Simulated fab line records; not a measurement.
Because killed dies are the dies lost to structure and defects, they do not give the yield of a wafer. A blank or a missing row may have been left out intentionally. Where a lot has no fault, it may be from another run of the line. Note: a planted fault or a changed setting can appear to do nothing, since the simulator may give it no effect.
Struck lot and sound lot, side by side    flow n5Finfet    27 steps out of a route of 1938
Sound: wafers L705.1, L705.2, L705.5. The struck wafers were L718.2, L718.3, L718.4. The cause is named last.
Per side, at each step with rows, come the tool, then ch with its chambers, and then its first start. Under that, the readings that differ: sound wafers    struck wafers    difference of the means    sigmas: that difference in standard deviations of wafers without a fault.
alike: same words and numbers on both sides, and readings whose means sit less than 2 such deviations apart. not compared: any withheld reading, any reading some wafer has no value for, any bound like >300 that may hide the same value, and any number with overlapping values for which the record gives no deviation.
Wherever a step has rows on one side only, a row that says differs or no value, or a row with sigmas, the two part there. When numbers do not overlap yet have no deviation, they are printed without sigmas and do not part them. A reading that every wafer of one side lacks parts them only if that side has two wafers or more.

first, 1 step without rows for these wafers: N5_BEOL_M14_PRE_CLEAN_42 (time 30 s).
N5_BEOL_M14_SPUTTER_43: material TaN, target thk 15 nm, time 24.19 s.
  sound on pvdSputter-03 at day 11 13:38; struck on pvdSputter-01 at day 14 22:53
  alike: throttleValvePct
N5_BEOL_M14_SPUTTER_44: material Ta, target thk 15 nm, time 24.19 s.
  sound on pvdSputter-03 at day 11 13:43; struck on pvdSputter-01 at day 14 22:58
  alike: throttleValvePct
N5_BEOL_M14_SPUTTER_45: material Cu, target thk 100 nm, time 16.67 s.
  sound on pvdSputter-03 at day 11 13:47; struck on pvdSputter-01 at day 14 23:02
  alike: throttleValvePct
then, 1 step without rows for these wafers: N5_BEOL_M14_ECD_47 (material Cu, target thk 1248 nm).
N5_BEOL_M14_ANNEAL_48: time 90 s.
  sound on rtpAnneal-01 ch 0, day 11 14:06; struck on rtpAnneal-02 ch 0, day 14 23:55
  alike: wafer_temp_C_max
then, 1 step without rows for these wafers: N5_BEOL_M14_CMP_49 (polishes, stops on SiO2, t overpolish 5.2 s, target thk 560 nm).
N5_BEOL_M14_THK_MEAS_50: measures by xrf.
  sound on filmMetro-02 at day 11 14:41; struck on filmMetro-02 at day 15 00:28
  alike: M14_THK
then, 2 steps without rows for these wafers: N5_BEOL_M14_PRE_CLEAN_52 (time 15 s); N5_BEOL_M14_DEP_53 (deposits SiCN from 3MS/NH3, target thk 50 nm, time 17.8 s).
N5_BEOL_M14_RS_MEAS_54: uses a four-point probe to measure.
  sound on filmMetro-02 at day 11 14:49; struck on filmMetro-02 at day 15 00:35
  alike: M14_RS
N5_BEOL_M14_INSPECT_55: inspects for defects (darkfield).
  sound on defectInspect-02 at day 11 14:50; struck on defectInspect-01 at day 15 00:37
  alike: rawDefectCount
N5_BEOL_M15_ILD_DEP_00: deposits SiO2 from TEOS/O2, target thk 1629.3 nm, time 346.1 s.
  sound on pecvd-01 ch 0,1,2, day 11 14:53; struck on pecvd-02 ch 0,1, day 15 00:39
  alike: chamberPressureTorr, heaterPowerW, showerheadPlenumPTorr, throttleValvePct
N5_BEOL_M15_THK_MEAS_01:
  sound on filmMetro-01 at day 11 15:08; struck on filmMetro-01 at day 15 00:54
  alike: M15_ILD_THK
then, 8 steps without rows for these wafers: N5_BEOL_M15_COAT_58 (time 60 s, resist thk 89 nm); N5_BEOL_M15_COAT_04 (resist thk 800 nm); N5_BEOL_M15_EBR_06; N5_BEOL_M15_SOFTBAKE_05 (time 60 s); N5_BEOL_M15_EXPOSE_07 (exposes mask V14); N5_BEOL_M15_PEB_08 (peb time 90 s); N5_BEOL_M15_DEVELOP_09 (develop time 45 s); N5_BEOL_M15_HARDBAKE_14 (time 120 s).
N5_BEOL_M15_CD_MEAS_10: the cd target is 360 nm.
  sound on cdSem-03 ch 0, day 11 15:34; struck on cdSem-02 ch 0, day 15 01:12
  alike: cdNm
N5_BEOL_M15_OVL_MEAS_11:
  sound on overlay-02 ch 0, day 11 15:35; struck on overlay-02 ch 0, day 15 01:14
  alike: V14_OVL
N5_BEOL_M15_INSPECT_12: inspects for defects (macro).
  sound on defectInspect-01 at day 11 15:37; struck on defectInspect-02 at day 15 01:16
reading         sound  struck          difference  sigmas
rawDefectCount  3 5 3  >300 >300 >300  differs     
N5_BEOL_M15_DESCUM_15: chemistry O2, time 7.9 s.
  sound on rieDiel-03 ch 2,3, day 11 15:39; struck on rieDiel-01 ch 0,1,2, day 15 01:17
  alike: biasPowerW, drypumpMotorCurrentA, oesProductAu, rfVppV, showerheadPlenumPTorr, throttleValvePct
  not compared: rfHoursCounterH
N5_PASSIVATION_PROBE_49:
  only the struck wafers here have rows in the record (prober-02, day 15 20:02); the sound ones have none

WHERE THEY PART
Earliest at N5_BEOL_M15_INSPECT_12; latest, in this record, at N5_PASSIVATION_PROBE_49.

WHY: whatever the simulator had introduced
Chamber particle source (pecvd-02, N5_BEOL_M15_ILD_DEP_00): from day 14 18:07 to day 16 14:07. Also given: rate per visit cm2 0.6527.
